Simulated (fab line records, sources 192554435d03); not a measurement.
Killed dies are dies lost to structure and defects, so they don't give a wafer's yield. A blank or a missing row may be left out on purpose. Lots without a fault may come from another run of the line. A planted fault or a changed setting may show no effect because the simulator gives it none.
Chamber matching | flow n5_finfet | N5_BEOL_M11_ETCH_61 on rie_diel-06: 4 sister chambers
The step etches SiARC in CF4, target depth 39 nm, time 65 s. 8 wafers are shown with their chamber, then 10 later ones without.

WAFERS WITH THEIR CHAMBER
wafer  | chamber | drypump_motor_current_A (A) | showerhead_plenum_p_Torr (Torr)
L081.3 | 0       | 5.6                         | 2.19
L079.6 | 0       | 5.6                         | 2.19
L083.4 | 1       | 5.6                         | 1.98
L083.5 | 3       | 6.1                         | 2.10
L086.1 | 1       | 5.5                         | 1.98
L086.4 | 3       | 6.1                         | 2.09
L088.2 | 2       | 4.8                         | 2.26
L088.5 | 2       | 4.8                         | 2.26

WAFERS WITHOUT THEIR CHAMBER
wafer  | drypump_motor_current_A (A) | showerhead_plenum_p_Torr (Torr)
L088.6 | 5.5                         | 1.98
L087.1 | 5.6                         | 2.19
L087.4 | 5.5                         | 1.98
L087.5 | 4.8                         | 2.26
L090.1 | 5.5                         | 1.97
L090.2 | 6.2                         | 2.09
L090.6 | 4.8                         | 2.26
L096.2 | 5.6                         | 2.18
L096.3 | 4.8                         | 2.26
L096.5 | 5.6                         | 2.18

WHICH CHAMBER EACH WENT THROUGH
wafer  | from the rows above | in truth
L088.6 | 1                   | 1
L087.1 | 0                   | 0
L087.4 | 1                   | 1
L087.5 | 2                   | 2
L090.1 | 1                   | 1
L090.2 | 3                   | 3
L090.6 | 2                   | 2
L096.2 | 0                   | 0
L096.3 | 2                   | 2
L096.5 | 0                   | 0
Placed correctly: 10 of 10. Can't be placed from these rows: 0. Placed wrongly: 0.
How it was worked out, from the rows above alone: a wafer's distance from a chamber is the root of the sum, over the readings, of the square of ((its reading less the chamber's mean) divided by the reading's scatter). The wafer belongs to the nearest chamber; if the next one is less than 2 further off, it can't be placed. A chamber's mean is the mean of its shown wafers. The scatter: the root of (the sum of the squares of (reading less its chamber's mean) over the shown wafers, divided by (wafers less chambers)).
